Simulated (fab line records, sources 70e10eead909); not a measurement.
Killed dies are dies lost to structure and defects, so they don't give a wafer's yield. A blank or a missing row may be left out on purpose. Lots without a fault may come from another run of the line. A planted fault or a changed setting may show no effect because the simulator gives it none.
Which tool did it? | flow nand_harc | 21 lots, 63 wafers sampled, at 6 steps of a route of 1302

WHAT THE GAUGES READ, wafer by wafer
The record holds no reading of a measuring or inspecting step that can be judged against a usual standard deviation.

WHICH TOOL RAN EACH LOT (tool, then ch and the chambers of the sampled wafers, then the start)
lot  | NHARC_A_CONTACT_ETCH_119             | NHARC_A_CONTACT_ETCH_120             | NHARC_A_CONTACT_ETCH_96                       | NHARC_A_CONTACT_ETCH_133             | NHARC_A_CONTACT_ETCH_97                       | NHARC_A_CONTACT_ETCH_106
L074 | har_cap_etch-01 ch 0,1, day 21 10:01 | har_cap_etch-01 ch 0,1, day 21 10:11 | rie_diel-08 ch 0,3, day 22 00:40 or earlier   | har_cap_etch-02 ch 0,1, day 22 00:40 | rie_diel-03 ch 1,2,3, day 22 01:31            | rie_diel-12 ch 1,2,3, day 22 01:53
L075 | har_cap_etch-02 ch 0,1, day 21 10:20 | har_cap_etch-02 ch 0,1, day 21 10:30 | rie_diel-12 ch 0,2,3, day 22 01:07 or earlier | har_cap_etch-03 ch 0,1, day 22 01:07 | rie_diel-03 ch 1,2,3, day 22 02:05            | rie_diel-12 ch 0,1,2, day 22 02:28
L076 | har_cap_etch-02 ch 0,1, day 22 06:55 | har_cap_etch-02 ch 0,1, day 22 07:05 | rie_diel-08 ch 0,2, day 22 18:55 or earlier   | har_cap_etch-01 ch 0,1, day 22 18:55 | rie_diel-12 ch 1,2, day 22 20:24 or earlier   | rie_diel-12 ch 2,3, day 22 20:24
L078 | har_cap_etch-02 ch 0,1, day 22 18:40 | har_cap_etch-02 ch 0,1, day 22 18:50 | rie_diel-08 ch 0,2,3, day 23 05:12 or earlier | har_cap_etch-02 ch 0,1, day 23 05:12 | rie_diel-12 ch 0,1,3, day 23 06:32 or earlier | rie_diel-12 ch 2,3, day 23 06:32
L077 | har_cap_etch-03 ch 0,1, day 22 19:02 | har_cap_etch-03 ch 0,1, day 22 19:13 | rie_diel-08 ch 1,2,3, day 23 05:27 or earlier | har_cap_etch-03 ch 0,1, day 23 05:27 | rie_diel-08 ch 0,1,2, day 23 06:46 or earlier | rie_diel-08 ch 0,2,3, day 23 06:46
L080 | har_cap_etch-01 ch 0,1, day 23 09:23 | har_cap_etch-01 ch 0,1, day 23 09:34 | rie_diel-08 ch 0,3, day 23 19:38 or earlier   | har_cap_etch-02 ch 0,1, day 23 19:38 | rie_diel-12 ch 1,2,3, day 23 20:47 or earlier | rie_diel-12 ch 0,1,3, day 23 20:47
L079 | har_cap_etch-02 ch 0, day 23 09:41   | har_cap_etch-02 ch 0, day 23 09:52   | rie_diel-08 ch 0,2,3, day 23 20:19 or earlier | har_cap_etch-03 ch 0,1, day 23 20:19 | rie_diel-12 ch 0,1,3, day 23 21:37 or earlier | rie_diel-12 ch 0,2, day 23 21:37
L081 | har_cap_etch-03 ch 0,1, day 24 11:01 | har_cap_etch-03 ch 0,1, day 24 11:11 | rie_diel-12 ch 0,1,2, day 25 00:05 or earlier | har_cap_etch-01 ch 0,1, day 25 00:05 | rie_diel-03 ch 0,1,2, day 25 01:11 or earlier | rie_diel-03 ch 0,1,3, day 25 01:11
L083 | har_cap_etch-02 ch 0,1, day 25 00:56 | har_cap_etch-02 ch 0,1, day 25 01:07 | rie_diel-03 ch 1,2,3, day 25 11:08 or earlier | har_cap_etch-02 ch 0,1, day 25 11:08 | rie_diel-12 ch 0,1, day 25 12:26 or earlier   | rie_diel-08 ch 0,1,2, day 25 12:26
L082 | har_cap_etch-03 ch 0, day 25 04:55   | har_cap_etch-03 ch 0, day 25 05:05   | rie_diel-08 ch 0,2, day 25 16:54 or earlier   | har_cap_etch-03 ch 0,1, day 25 16:54 | rie_diel-12 ch 1,2,3, day 25 18:11 or earlier | rie_diel-03 ch 1,2,3, day 25 18:11
L085 | har_cap_etch-01 ch 0,1, day 25 17:29 | har_cap_etch-01 ch 0,1, day 25 17:39 | rie_diel-08 ch 1,2, day 26 04:01 or earlier   | har_cap_etch-02 ch 0,1, day 26 04:01 | rie_diel-12 ch 1,2,3, day 26 05:10 or earlier | rie_diel-03 ch 1,2, day 26 05:10
L084 | har_cap_etch-02 ch 0,1, day 25 18:21 | har_cap_etch-02 ch 0,1, day 25 18:34 | rie_diel-12 ch 0,2,3, day 26 04:57 or earlier | har_cap_etch-03 ch 0,1, day 26 04:57 | rie_diel-12 ch 0,1,2, day 26 06:15 or earlier | rie_diel-12 ch 1,2,3, day 26 06:15
L086 | har_cap_etch-01 ch 0,1, day 26 09:06 | har_cap_etch-01 ch 0,1, day 26 09:16 | rie_diel-08 ch 1,2,3, day 26 23:38 or earlier | har_cap_etch-03 ch 0,1, day 26 23:38 | rie_diel-03 ch 0,1,3, day 27 01:15 or earlier | rie_diel-03 ch 2,3, day 27 01:15
L087 | har_cap_etch-02 ch 0,1, day 26 09:59 | har_cap_etch-02 ch 0,1, day 26 10:09 | rie_diel-12 ch 2,3, day 27 00:10 or earlier   | har_cap_etch-02 ch 0,1, day 27 00:10 | rie_diel-03 ch 0,2,3, day 27 01:40 or earlier | rie_diel-08 ch 0,1,2, day 27 01:40
L088 | har_cap_etch-01 ch 0,1, day 27 04:05 | har_cap_etch-01 ch 0,1, day 27 04:16 | rie_diel-08 ch 1,2, day 27 14:36 or earlier   | har_cap_etch-03 ch 0,1, day 27 14:36 | rie_diel-12 ch 0,1, day 27 15:34              | rie_diel-12 ch 0,3, day 27 15:58
L089 | har_cap_etch-03 ch 0,1, day 27 05:10 | har_cap_etch-03 ch 0,1, day 27 05:20 | rie_diel-08 ch 0,1,3, day 27 15:46 or earlier | har_cap_etch-02 ch 0,1, day 27 15:46 | rie_diel-12 ch 1,2, day 27 16:56 or earlier   | rie_diel-12 ch 0,2,3, day 27 16:56
L090 | har_cap_etch-02 ch 0,1, day 28 14:09 | har_cap_etch-02 ch 0,1, day 28 14:19 | rie_diel-03 ch 0,2,3, day 29 00:10 or earlier | har_cap_etch-02 ch 0,1, day 29 00:10 | rie_diel-12 ch 2,3, day 29 01:28 or earlier   | rie_diel-08 ch 0,2,3, day 29 01:28
L091 | har_cap_etch-01 ch 0,1, day 28 20:05 | har_cap_etch-01 ch 0,1, day 28 20:16 | rie_diel-03 ch 0,1,2, day 29 11:19 or earlier | har_cap_etch-02 ch 0,1, day 29 11:19 | rie_diel-12 ch 2,3, day 29 12:16              | rie_diel-12 ch 1,2,3, day 29 12:43
L093 | har_cap_etch-03 ch 0,1, day 28 23:47 | har_cap_etch-03 ch 0,1, day 28 23:58 | rie_diel-03 ch 0,2,3, day 29 16:38 or earlier | har_cap_etch-01 ch 0,1, day 29 16:38 | rie_diel-12 ch 1,2,3, day 29 17:40            | rie_diel-12 ch 1,2, day 29 18:16
L094 | har_cap_etch-02 ch 0,1, day 29 15:37 | har_cap_etch-02 ch 0,1, day 29 15:48 | rie_diel-12 ch 1,2,3, day 29 17:25            | har_cap_etch-03 ch 0,1, day 30 02:04 | rie_diel-12 ch 1,2,3, day 30 03:24 or earlier | rie_diel-08 ch 1,2,3, day 30 03:24
L095 | har_cap_etch-02 ch 0,1, day 30 05:41 | har_cap_etch-02 ch 0,1, day 30 05:51 | rie_diel-03 ch 2,3, day 30 19:30 or earlier   | har_cap_etch-03 ch 0,1, day 30 19:30 | rie_diel-12 ch 1,2, day 30 20:40 or earlier   | rie_diel-03 ch 0,1,3, day 30 20:40
- NHARC_A_CONTACT_ETCH_119: etches the open film in C4F8/O2/Ar, time 190 s, target depth 1850 nm.
- NHARC_A_CONTACT_ETCH_120: etches the open film in C4F8/O2/Ar, time 190 s, target depth 1850 nm.
- NHARC_A_CONTACT_ETCH_96: etches the open film in C4F6/O2, target depth 20 nm, time 10 s.
- NHARC_A_CONTACT_ETCH_133: etches the open film in C4F8/O2/Ar, time 374 s, target depth 1610 nm.
- NHARC_A_CONTACT_ETCH_97: etches the open film in C4F6/O2, target depth 20 nm, time 10 s.
- NHARC_A_CONTACT_ETCH_106: etches the open film in CF4/O2, target depth 90 nm, overetch 9 nm, time 49.5 s.

WHAT THE TOOLS THEMSELVES READ (means of the sampled wafers that have a number; where no wafer has one, the mark that the record gives instead)
NHARC_A_CONTACT_ETCH_119. Usual: oes_air_line_au 1.003 a.u., standard deviation 0.02.
lot  | tool            | oes_air_line_au (a.u.) | flag
L074 | har_cap_etch-01 | 1.010                  |
L075 | har_cap_etch-02 | 0.974                  |
L076 | har_cap_etch-02 | 0.999                  |
L078 | har_cap_etch-02 | 1.012                  |
L077 | har_cap_etch-03 | 1.002                  |
L080 | har_cap_etch-01 | 0.969                  |
L079 | har_cap_etch-02 | 0.997                  |
L081 | har_cap_etch-03 | 1.009                  |
L083 | har_cap_etch-02 | 1.015                  |
L082 | har_cap_etch-03 | 1.046                  |
L085 | har_cap_etch-01 | 1.012                  |
L084 | har_cap_etch-02 | 1.019                  |
L086 | har_cap_etch-01 | 1.016                  |
L087 | har_cap_etch-02 | 0.988                  |
L088 | har_cap_etch-01 | 1.007                  |
L089 | har_cap_etch-03 | 0.989                  |
L090 | har_cap_etch-02 | 1.019                  |
L091 | har_cap_etch-01 | 1.003                  |
L093 | har_cap_etch-03 | 1.004                  |
L094 | har_cap_etch-02 | 1.004                  |
L095 | har_cap_etch-02 | 1.003                  |

NHARC_A_CONTACT_ETCH_120. Usual: oes_air_line_au 1.004 a.u., standard deviation 0.02.
lot  | tool            | oes_air_line_au (a.u.) | flag
L074 | har_cap_etch-01 | 1.010                  |
L075 | har_cap_etch-02 | 1.021                  |
L076 | har_cap_etch-02 | 1.020                  |
L078 | har_cap_etch-02 | 1.004                  |
L077 | har_cap_etch-03 | 1.014                  |
L080 | har_cap_etch-01 | 1.009                  |
L079 | har_cap_etch-02 | 0.998                  |
L081 | har_cap_etch-03 | 0.986                  |
L083 | har_cap_etch-02 | 1.008                  |
L082 | har_cap_etch-03 | 1.006                  |
L085 | har_cap_etch-01 | 1.003                  |
L084 | har_cap_etch-02 | 1.005                  |
L086 | har_cap_etch-01 | 0.994                  |
L087 | har_cap_etch-02 | 0.986                  |
L088 | har_cap_etch-01 | 1.002                  |
L089 | har_cap_etch-03 | 1.019                  |
L090 | har_cap_etch-02 | 0.985                  |
L091 | har_cap_etch-01 | 1.014                  |
L093 | har_cap_etch-03 | 1.033                  |
L094 | har_cap_etch-02 | 0.996                  |
L095 | har_cap_etch-02 | 1.019                  |

NHARC_A_CONTACT_ETCH_96. Usual: drypump_motor_current_A 5.5 A, standard deviation 0.36; mfc_ar_sccm 499.9 sccm, standard deviation 1.4; o2_flow_sccm 20.00 sccm, standard deviation 0.057; oes_product_au 0.97 a.u., standard deviation 0.03; rf_vpp_V 548 V, standard deviation 3.3; showerhead_plenum_p_Torr 3.96 Torr, standard deviation 0.15; throttle_valve_pct 26.903 %, standard deviation 0.0093.
lot  | tool        | drypump_motor_current_A (A) | mfc_ar_sccm (sccm) | o2_flow_sccm (sccm) | oes_product_au (a.u.) | rf_vpp_V (V) | showerhead_plenum_p_Torr (Torr) | throttle_valve_pct (%) | flag
L074 | rie_diel-08 | 5.4                         | 500.2              | 20.07               | 1.01                  | 548          | 3.97                            | 26.909                 |
L075 | rie_diel-12 | 5.6                         | 500.2              | 20.05               | 0.93                  | 552          | 4.15                            | 26.905                 |
L076 | rie_diel-08 | 5.7                         | 500.9              | 19.98               | 0.95                  | 545          | 3.88                            | 26.911                 |
L078 | rie_diel-08 | 5.4                         | 499.8              | 20.01               | 0.94                  | 546          | 3.88                            | 26.902                 |
L077 | rie_diel-08 | 5.4                         | 499.9              | 20.02               | 0.96                  | 547          | 3.94                            | 26.899                 |
L080 | rie_diel-08 | 5.2                         | 499.1              | 20.02               | 0.95                  | 548          | 3.96                            | 26.901                 |
L079 | rie_diel-08 | 5.4                         | 498.7              | 19.98               | 0.96                  | 546          | 3.88                            | 26.906                 |
L081 | rie_diel-12 | 5.8                         | 501.3              | 20.05               | 0.95                  | 551          | 4.10                            | 26.900                 |
L083 | rie_diel-03 | 5.6                         | 499.9              | 20.04               | 0.94                  | 546          | 3.94                            | 26.895                 |
L082 | rie_diel-08 | 5.6                         | 500.6              | 19.98               | 1.00                  | 546          | 3.87                            | 26.899                 |
L085 | rie_diel-08 | 5.7                         | 499.6              | 20.01               | 0.95                  | 547          | 3.98                            | 26.900                 |
L084 | rie_diel-12 | 5.6                         | 499.2              | 19.99               | 1.00                  | 551          | 4.14                            | 26.905                 |
L086 | rie_diel-08 | 5.5                         | 499.1              | 19.97               | 0.99                  | 547          | 3.93                            | 26.903                 |
L087 | rie_diel-12 | 5.6                         | 499.5              | 19.98               | 0.96                  | 551          | 4.10                            | 26.889                 |
L088 | rie_diel-08 | 5.6                         | 499.4              | 19.94               | 0.94                  | 548          | 3.98                            | 26.906                 |
L089 | rie_diel-08 | 5.4                         | 499.5              | 19.96               | 1.01                  | 549          | 4.00                            | 26.898                 |
L090 | rie_diel-03 | 5.2                         | 499.6              | 19.97               | 1.02                  | 546          | 3.91                            | 26.906                 |
L091 | rie_diel-03 | 5.4                         | 500.1              | 19.92               | 0.98                  | 544          | 3.80                            | 26.907                 |
L093 | rie_diel-03 | 5.3                         | 499.5              | 20.00               | 1.02                  | 547          | 3.91                            | 26.906                 |
L094 | rie_diel-12 | 5.7                         | 501.1              | 20.06               | 1.00                  | 550          | 4.05                            | 26.897                 |
L095 | rie_diel-03 | 5.4                         | 500.2              | 20.02               | 1.01                  | 549          | 4.02                            | 26.909                 |

NHARC_A_CONTACT_ETCH_133. Usual: oes_air_line_au 1.001 a.u., standard deviation 0.021.
lot  | tool            | oes_air_line_au (a.u.) | flag
L074 | har_cap_etch-02 | 0.991                  |
L075 | har_cap_etch-03 | 1.005                  |
L076 | har_cap_etch-01 | 0.992                  |
L078 | har_cap_etch-02 | 0.989                  |
L077 | har_cap_etch-03 | 1.010                  |
L080 | har_cap_etch-02 | 1.014                  |
L079 | har_cap_etch-03 | 1.004                  |
L081 | har_cap_etch-01 | 1.012                  |
L083 | har_cap_etch-02 | 1.005                  |
L082 | har_cap_etch-03 | 0.997                  |
L085 | har_cap_etch-02 | 1.013                  |
L084 | har_cap_etch-03 | 0.998                  |
L086 | har_cap_etch-03 | 0.994                  |
L087 | har_cap_etch-02 | 0.995                  |
L088 | har_cap_etch-03 | 1.014                  |
L089 | har_cap_etch-02 | 0.994                  |
L090 | har_cap_etch-02 | 0.977                  |
L091 | har_cap_etch-02 | 0.992                  |
L093 | har_cap_etch-01 | 0.994                  |
L094 | har_cap_etch-03 | 0.998                  |
L095 | har_cap_etch-03 | 1.001                  |

NHARC_A_CONTACT_ETCH_97. Usual: drypump_motor_current_A 5.7 A, standard deviation 0.34; mfc_ar_sccm 500.2 sccm, standard deviation 1.5; o2_flow_sccm 20.00 sccm, standard deviation 0.059; oes_product_au 0.960 a.u., standard deviation 0.021; rf_vpp_V 549.2 V, standard deviation 2.9; showerhead_plenum_p_Torr 4.04 Torr, standard deviation 0.13; throttle_valve_pct 26.904 %, standard deviation 0.0099.
lot  | tool        | drypump_motor_current_A (A) | mfc_ar_sccm (sccm) | o2_flow_sccm (sccm) | oes_product_au (a.u.) | rf_vpp_V (V) | showerhead_plenum_p_Torr (Torr) | throttle_valve_pct (%) | flag
L074 | rie_diel-03 | 5.5                         | 499.3              | 20.00               | 0.982                 | 547.2        | 3.95                            | 26.908                 |
L075 | rie_diel-03 | 5.5                         | 499.8              | 20.01               | 0.971                 | 547.3        | 3.95                            | 26.905                 |
L076 | rie_diel-12 | 6.0                         | 500.9              | 20.00               | 0.948                 | 549.5        | 4.02                            | 26.901                 |
L078 | rie_diel-12 | 5.7                         | 499.2              | 19.95               | 0.940                 | 550.2        | 4.09                            | 26.901                 |
L077 | rie_diel-08 | 5.6                         | 499.3              | 19.97               | 0.934                 | 546.6        | 3.94                            | 26.897                 |
L080 | rie_diel-12 | 5.8                         | 499.1              | 20.03               | 0.951                 | 550.8        | 4.06                            | 26.905                 |
L079 | rie_diel-12 | 5.7                         | 501.0              | 20.04               | 0.939                 | 549.5        | 4.09                            | 26.898                 |
L081 | rie_diel-03 | 5.4                         | 501.4              | 20.04               | 0.947                 | 544.2        | 3.82                            | 26.899                 |
L083 | rie_diel-12 | 5.9                         | 501.3              | 19.97               | 0.944                 | 549.4        | 4.04                            | 26.912                 |
L082 | rie_diel-12 | 5.8                         | 499.4              | 20.03               | 0.954                 | 549.4        | 4.06                            | 26.909                 |
L085 | rie_diel-12 | 5.8                         | 500.9              | 19.96               | 0.979                 | 548.8        | 4.06                            | 26.907                 |
L084 | rie_diel-12 | 5.8                         | 500.3              | 19.99               | 0.943                 | 550.4        | 4.10                            | 26.903                 |
L086 | rie_diel-03 | 5.7                         | 500.6              | 19.98               | 0.948                 | 546.7        | 3.93                            | 26.906                 |
L087 | rie_diel-03 | 5.3                         | 499.9              | 19.96               | 0.990                 | 546.5        | 3.92                            | 26.904                 |
L088 | rie_diel-12 | 5.7                         | 500.8              | 20.05               | 0.971                 | 551.3        | 4.13                            | 26.904                 |
L089 | rie_diel-12 | 5.9                         | 500.4              | 20.00               | 1.009                 | 548.0        | 4.01                            | 26.897                 |
L090 | rie_diel-12 | 5.7                         | 499.9              | 20.02               | 0.961                 | 550.6        | 4.11                            | 26.889                 |
L091 | rie_diel-12 | 5.7                         | 501.1              | 20.00               | 1.008                 | 551.3        | 4.10                            | 26.912                 |
L093 | rie_diel-12 | 5.8                         | 500.8              | 19.96               | 0.975                 | 549.9        | 4.05                            | 26.904                 |
L094 | rie_diel-12 | 5.8                         | 500.3              | 19.89               | 0.963                 | 549.4        | 4.05                            | 26.903                 |
L095 | rie_diel-12 | 5.9                         | 501.0              | 20.06               | 0.947                 | 550.2        | 4.06                            | 26.910                 |

NHARC_A_CONTACT_ETCH_106. Usual: drypump_motor_current_A 5.6 A, standard deviation 0.36; mfc_ar_sccm 0.006 sccm, standard deviation 0.012; o2_flow_sccm 20.01 sccm, standard deviation 0.062; oes_product_au 1.003 a.u., standard deviation 0.0096; rf_vpp_V 198.3 V, standard deviation 1.5; showerhead_plenum_p_Torr 1.36 Torr, standard deviation 0.055; throttle_valve_pct 13.397 %, standard deviation 0.0087.
lot  | tool        | drypump_motor_current_A (A) | mfc_ar_sccm (sccm) | o2_flow_sccm (sccm) | oes_product_au (a.u.) | rf_vpp_V (V) | showerhead_plenum_p_Torr (Torr) | throttle_valve_pct (%) | flag
L074 | rie_diel-12 | 5.7                         | 0.008              | 20.02               | 1.003                 | 198.2        | 1.39                            | 13.391                 |
L075 | rie_diel-12 | 5.8                         | 0.008              | 20.06               | 1.007                 | 199.8        | 1.40                            | 13.405                 |
L076 | rie_diel-12 | 5.5                         | 0.008              | 19.99               | 0.996                 | 199.0        | 1.40                            | 13.400                 |
L078 | rie_diel-12 | 5.6                         | 0.016              | 20.00               | 1.005                 | 198.9        | 1.41                            | 13.389                 |
L077 | rie_diel-08 | 5.4                         | 0.018              | 20.01               | 1.002                 | 197.8        | 1.32                            | 13.397                 |
L080 | rie_diel-12 | 5.7                         | 0.000              | 19.97               | 1.002                 | 197.8        | 1.40                            | 13.397                 |
L079 | rie_diel-12 | 5.6                         | 0.008              | 20.01               | 1.001                 | 199.5        | 1.43                            | 13.390                 |
L081 | rie_diel-03 | 5.7                         | 0.001              | 19.99               | 1.009                 | 197.9        | 1.34                            | 13.398                 |
L083 | rie_diel-08 | 5.6                         | 0.004              | 20.01               | 1.001                 | 197.5        | 1.34                            | 13.410                 |
L082 | rie_diel-03 | 5.5                         | 0.001              | 20.00               | 0.996                 | 198.6        | 1.34                            | 13.396                 |
L085 | rie_diel-03 | 5.2                         | 0.000              | 20.04               | 1.003                 | 195.5        | 1.29                            | 13.396                 |
L084 | rie_diel-12 | 5.7                         | 0.008              | 20.02               | 1.002                 | 198.8        | 1.38                            | 13.402                 |
L086 | rie_diel-03 | 5.1                         | 0.001              | 19.98               | 1.005                 | 197.4        | 1.33                            | 13.399                 |
L087 | rie_diel-08 | 5.6                         | 0.004              | 20.00               | 1.001                 | 197.5        | 1.33                            | 13.397                 |
L088 | rie_diel-12 | 5.5                         | 0.000              | 19.93               | 0.997                 | 200.5        | 1.42                            | 13.403                 |
L089 | rie_diel-12 | 5.6                         | 0.008              | 20.02               | 0.999                 | 199.2        | 1.41                            | 13.401                 |
L090 | rie_diel-08 | 5.4                         | 0.018              | 20.00               | 1.005                 | 197.6        | 1.31                            | 13.392                 |
L091 | rie_diel-12 | 5.7                         | 0.008              | 20.04               | 1.005                 | 199.2        | 1.38                            | 13.399                 |
L093 | rie_diel-12 | 5.9                         | 0.008              | 19.96               | 1.011                 | 198.3        | 1.37                            | 13.397                 |
L094 | rie_diel-08 | 5.4                         | 0.019              | 20.00               | 0.997                 | 198.7        | 1.33                            | 13.397                 |
L095 | rie_diel-03 | 5.7                         | 0.001              | 19.91               | 1.010                 | 196.8        | 1.33                            | 13.400                 |

THE ANSWER, worked out from the rows above alone
Rule: a lot is off if the mean of its wafers that have a number lies more than 3 standard deviations from the usual mean. A lot without any number at a reading at which 4 lots or more have one is off too. The other lots that the step has rows for count as sound. The gauges are gone through in route order, then the tools' own readings, and for those a lot's mean is taken as printed above. The first step at which some lot is off is used, and at that step the reading that is off furthest; a lot without a number counts as furthest.
No lot is off at any reading shown: from this, nothing can be told.

WHAT THE SIMULATOR HAD PUT IN
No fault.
